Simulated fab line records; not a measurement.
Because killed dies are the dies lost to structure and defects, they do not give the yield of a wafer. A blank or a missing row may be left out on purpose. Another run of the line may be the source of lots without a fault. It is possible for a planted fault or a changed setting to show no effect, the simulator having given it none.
Split-lot trial :: flow n5 finfet :: route with 1938 steps; 7 lots, 21 wafers read

== THE SPLIT ITSELF ==
At N5_WELL_APT_PEB_23 (peb time 90 s), the setting peb temp c was moved away from the recipe's 130 C on 6 of the 21 wafers read, by -1.8% to +2.8%. The other wafers ran this setting at the recipe's value.

== FROM THE SPLIT TO THE READING: what the file shows between them, 2 steps ==
- N5_WELL_APT_DEVELOP_24: develop time 45 s
- N5_WELL_APT_HARDBAKE_29: time 120 s

== THE READING ==
At N5_WELL_APT_CD_MEAS_25: cd nm in nanometres, against a target cd of 200 nm. A value of 199.1 nm with a standard deviation of 2.6 nm is what fault-free wafers of this fab line usually give.

wafer: L074.3
tool, chamber at the split: litho track-01, 0
peb temp c as run, C: 130
against the recipe: recipe
cd nm, nm: 196.0
against lot-mates on the recipe: -

wafer: L074.4
tool, chamber at the split: litho track-01, 0
peb temp c as run, C: 132
against the recipe: +1.5%
cd nm, nm: 207.3
against lot-mates on the recipe: +10.9

wafer: L074.5
tool, chamber at the split: litho track-01, 0
peb temp c as run, C: 130
against the recipe: recipe
cd nm, nm: 196.9
against lot-mates on the recipe: -

wafer: L076.1
tool, chamber at the split: litho track-01, 0
peb temp c as run, C: 130
against the recipe: recipe
cd nm, nm: 197.5
against lot-mates on the recipe: -

wafer: L076.4
tool, chamber at the split: litho track-01, 0
peb temp c as run, C: 130
against the recipe: recipe
cd nm, nm: 199.0
against lot-mates on the recipe: -

wafer: L076.6
tool, chamber at the split: litho track-01, 0
peb temp c as run, C: 132.9
against the recipe: +2.2%
cd nm, nm: 212.6
against lot-mates on the recipe: +14.3

wafer: L082.1
tool, chamber at the split: litho track-01, 0
peb temp c as run, C: 127.6
against the recipe: -1.8%
cd nm, nm: 181.2
against lot-mates on the recipe: -15.2

wafer: L082.3
tool, chamber at the split: litho track-01, 0
peb temp c as run, C: 130
against the recipe: recipe
cd nm, nm: 195.5
against lot-mates on the recipe: -

wafer: L082.6
tool, chamber at the split: litho track-01, 0
peb temp c as run, C: 130
against the recipe: recipe
cd nm, nm: 197.2
against lot-mates on the recipe: -

wafer: L088.2
tool, chamber at the split: litho track-01, 0
peb temp c as run, C: 130
against the recipe: recipe
cd nm, nm: 195.3
against lot-mates on the recipe: -

wafer: L088.4
tool, chamber at the split: litho track-01, 0
peb temp c as run, C: 127.9
against the recipe: -1.6%
cd nm, nm: 185.3
against lot-mates on the recipe: -9.9

wafer: L088.6
tool, chamber at the split: litho track-01, 0
peb temp c as run, C: 130
against the recipe: recipe
cd nm, nm: 195.1
against lot-mates on the recipe: -

wafer: L089.1
tool, chamber at the split: litho track-01, 0
peb temp c as run, C: 130
against the recipe: recipe
cd nm, nm: 199.0
against lot-mates on the recipe: -

wafer: L089.2
tool, chamber at the split: litho track-01, 0
peb temp c as run, C: 130
against the recipe: recipe
cd nm, nm: 195.4
against lot-mates on the recipe: -

wafer: L089.6
tool, chamber at the split: litho track-01, 0
peb temp c as run, C: 130
against the recipe: recipe
cd nm, nm: 198.0
against lot-mates on the recipe: -

wafer: L091.2
tool, chamber at the split: litho track-01, 0
peb temp c as run, C: 130
against the recipe: recipe
cd nm, nm: 197.4
against lot-mates on the recipe: -

wafer: L091.4
tool, chamber at the split: litho track-01, 0
peb temp c as run, C: 130
against the recipe: recipe
cd nm, nm: 195.1
against lot-mates on the recipe: -

wafer: L091.6
tool, chamber at the split: litho track-01, 0
peb temp c as run, C: 130
against the recipe: recipe
cd nm, nm: 197.3
against lot-mates on the recipe: -

wafer: L094.1
tool, chamber at the split: litho track-03, 0
peb temp c as run, C: 133.6
against the recipe: +2.8%
cd nm, nm: 216.4
against lot-mates on the recipe: +16.3

wafer: L094.2
tool, chamber at the split: litho track-03, 0
peb temp c as run, C: 133.6
against the recipe: +2.8%
cd nm, nm: 214.6
against lot-mates on the recipe: +14.5

wafer: L094.6
tool, chamber at the split: litho track-03, 0
peb temp c as run, C: 130
against the recipe: recipe
cd nm, nm: 200.1
against lot-mates on the recipe: -

THE FIT
A straight line over all 21 wafers: cd nm changes by +7.07 nm for each +1% of peb temp c; r = +0.98; the points scatter about the line by 1.5 nm.
The same after taking each lot's own level away (the mean of its wafers on the recipe; 21 wafers): +6.26 nm for each +1%; r = +0.98; scatter 1.4 nm.
According to that fit, moving peb temp c by its largest amount changes the reading by 17 nm.
The lots' own levels span 195.20 to 200.10 nm, that is 1.9 times the standard deviation above.
In other words, the slope is changed by the lot-to-lot level; the two fits disagree.
Check: for one of the wafers moved furthest among these (+2.8%), held out of the fit, the line's prediction against its lot-mates is +17.3 nm. It came out at +16.3 nm against them.

== THE WHOLE CHAIN: every reading that the file lists as answering this split, in the file's order ==
step: N5_WELL_APT_CD_MEAS_25
what it does: target cd 200 nm
reading: cd nm
change (the file's fit): +6.44 nm for each +1% of the setting
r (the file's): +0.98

step: N5_WELL_APT_DESCUM_30
what it does: chemistry O2, time 7.9 s
reading: WELL_APT.cd nm (the simulator's own value, which no gauge read)
change (the file's fit): +6.47 nm for each +1% of the setting
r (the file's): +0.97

== FILE'S OWN FIT ==
cd nm changes by +6.44 nm for each +1% of peb temp c, r = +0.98.
